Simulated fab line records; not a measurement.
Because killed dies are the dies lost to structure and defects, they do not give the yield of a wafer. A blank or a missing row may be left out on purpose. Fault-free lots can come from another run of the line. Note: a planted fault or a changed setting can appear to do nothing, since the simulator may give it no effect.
A lot that was struck, set against a sound lot | flow n5 finfet | 37 out of 1938 route steps
Sound: wafers L799.1, L799.3, L799.4. Struck: wafer L802.5; the same lot's L802.6 was not struck, so it is left out; see the end for the cause.
For every step that has rows: the tool of each side, followed by ch and its chambers, followed by its first start. Under that, the readings that differ: sound wafers | struck wafers | difference of the means | sigmas: that difference in standard deviations of wafers without a fault.
alike: a reading whose means differ by less than 2 such deviations, as well as words and numbers matching on both sides. not compared: withheld readings; readings where some wafer has no value; bounds like >300 that might hide an equal value; numbers whose values overlap and for which the record gives no deviation.
Wherever a step has rows on one side only, a row that says differs or no value, or a row with sigmas, the two part there. Numbers that don't overlap but have no deviation are shown without sigmas and don't part them. Lack of a reading on every wafer of one side parts them only where that side has two or more wafers.

first, 8 steps without rows for these wafers: N5_BEOL_M6_SPUTTER_48 (material Cu, target thk 10 nm, time 1.667 s); N5_BEOL_M6_ECD_50 (material Cu, target thk 300 nm); N5_BEOL_M6_ANNEAL_51 (time 90 s); N5_BEOL_M6_CMP_52 (polishes, stops on SiCOH lowk, t overpolish 6.9 s, target thk 80 nm); N5_BEOL_M6_PRE_CLEAN_55 (time 15 s); N5_BEOL_M6_DEP_56 (deposits SiCN from 3MS/NH3, target thk 10 nm, time 17.5 s); N5_BEOL_M7_ILD_DEP_00 (deposits SiCOH lowk from DEMS/porogen, target thk 179.75 nm, time 33.4 s); N5_BEOL_M7_CURE_74 (cures SiCOH lowk, time 240 s).
N5_BEOL_M7_PECVD_70: deposits SiO2 from TEOS/O2, target thk 20 nm, time 22.7 s.
  sound on pecvd-01 ch 0,1, day 11 23:51; struck on pecvd-03 ch 1, day 12 17:46
  reading                                    | sound          | struck | difference | sigmas
  heater power w (W)                         | 498 628 497    | 787    | +246       | +2
  showerhead plenum p Torr (Torr)            | 8.71 8.90 8.72 | 8.91   | +0.13      | +2
  model.SiO2_of_BEOL_M7_PECVD_70.thk nm (nm) | 19.8 19.6 20   | 13.4   | -6.4       |
  alike: throttle valve pct
then, 25 steps without rows for these wafers: N5_BEOL_M7_HM_DEP_02 (deposits TiN, target thk 20 nm); N5_BEOL_M7_COAT_59 (time 60 s, resist thk 100 nm); N5_BEOL_M7_COAT_60 (time 60 s, resist thk 35 nm); N5_BEOL_M7_COAT_05 (resist thk 90 nm); N5_BEOL_M7_EBR_07; N5_BEOL_M7_SOFTBAKE_06 (time 60 s); N5_BEOL_M7_EXPOSE_08 (exposes mask M7); N5_BEOL_M7_PEB_09 (peb time 60 s); N5_BEOL_M7_DEVELOP_10 (develop time 30 s); N5_BEOL_M7_DESCUM_16 (chemistry O2, time 7.9 s); N5_BEOL_M7_ETCH_61 (etches SiARC in CF4, target depth 45.5 nm, time 75.8 s); N5_BEOL_M7_ETCH_62 (etches SOC in N2/H2, target depth 110 nm, overetch 22 nm, time 165 s); N5_BEOL_M7_STRIP_68 (strips in N2/H2); N5_BEOL_M7_STRIP_67 (strips in CF4); N5_BEOL_M7_HM_OPEN_17 (chemistry Cl2/BCl3, target TiN, target depth 20 nm, overetch 6 nm); N5_BEOL_M7_STRIP_19 (strips in O2); N5_BEOL_M7_COAT_63 (time 60 s, resist thk 60 nm); N5_BEOL_M7_COAT_64 (time 60 s, resist thk 12 nm); N5_BEOL_M7_COAT_71 (time 60 s, resist thk 5 nm); N5_BEOL_M7_COAT_22 (resist thk 30 nm); N5_BEOL_M7_EBR_24; N5_BEOL_M7_SOFTBAKE_23 (time 60 s); N5_BEOL_M7_EXPOSE_25 (exposes mask V6, target cd 40 nm); N5_BEOL_M7_PEB_26 (peb time 60 s); N5_BEOL_M7_DEVELOP_27 (develop time 30 s).
N5_BEOL_M7_HM_STRIP_39: strips TiN in peroxide tin strip, target depth 25 nm, time 158 s.
  sound on wet bench-02 ch 0,3,7, day 12 07:07; struck on wet bench-02 ch 7, day 12 21:02
  reading                                    | sound        | struck | difference | sigmas
  model.SiO2_of_BEOL_M7_PECVD_70.thk nm (nm) | 19.8 19.4 20 | 13.4   | -6.3       |
N5_BEOL_M7_CMP_52: polishes, stops on SiCOH lowk, t overpolish 6.9 s, target thk 80 nm.
  sound on cmp-04 ch 0,1,2, day 12 09:31; struck on cmp-02 ch 2, day 12 23:30
  reading                      | sound          | struck | difference | sigmas
  barrier field endpoint s (s) | 28.3 28.7 29.3 | 21.2   | -7.6       | -10
  alike: motor current A
-- a jump in the record: the struck wafers' starts before and after are 3 days apart (it breaks off in module BEOL_M7 and resumes in module PASSIVATION, where the first step shown is number 1936 of the route) --
N5_PASSIVATION_PROBE_49:
  sound: prober-01 at day 15 15:46; struck: prober-01 at day 16 01:55
  reading              | sound    | struck | difference | sigmas
  killed_at_M0_to_M3   | 53 23 24 | 64     | +31        | +3
  sort_bin_8_speed (%) | 0 0 0    | 0.08   | +0.08      | +4
  alike: defect limited yield, killed_at_M4_up, killed at contacts, killed at front end, killed at other, killed dies, killed open, killed short, sort_bin_5_function, sort_bin_6_memory, sort n pass, sort yield pct

WHERE THEY PART
First at N5_BEOL_M7_PECVD_70; last, within this record, at N5_PASSIVATION_PROBE_49.

WHY: whatever the simulator had introduced
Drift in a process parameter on pecvd-03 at N5_BEOL_M7_PECVD_70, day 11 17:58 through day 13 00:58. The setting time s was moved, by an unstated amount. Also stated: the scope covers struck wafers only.
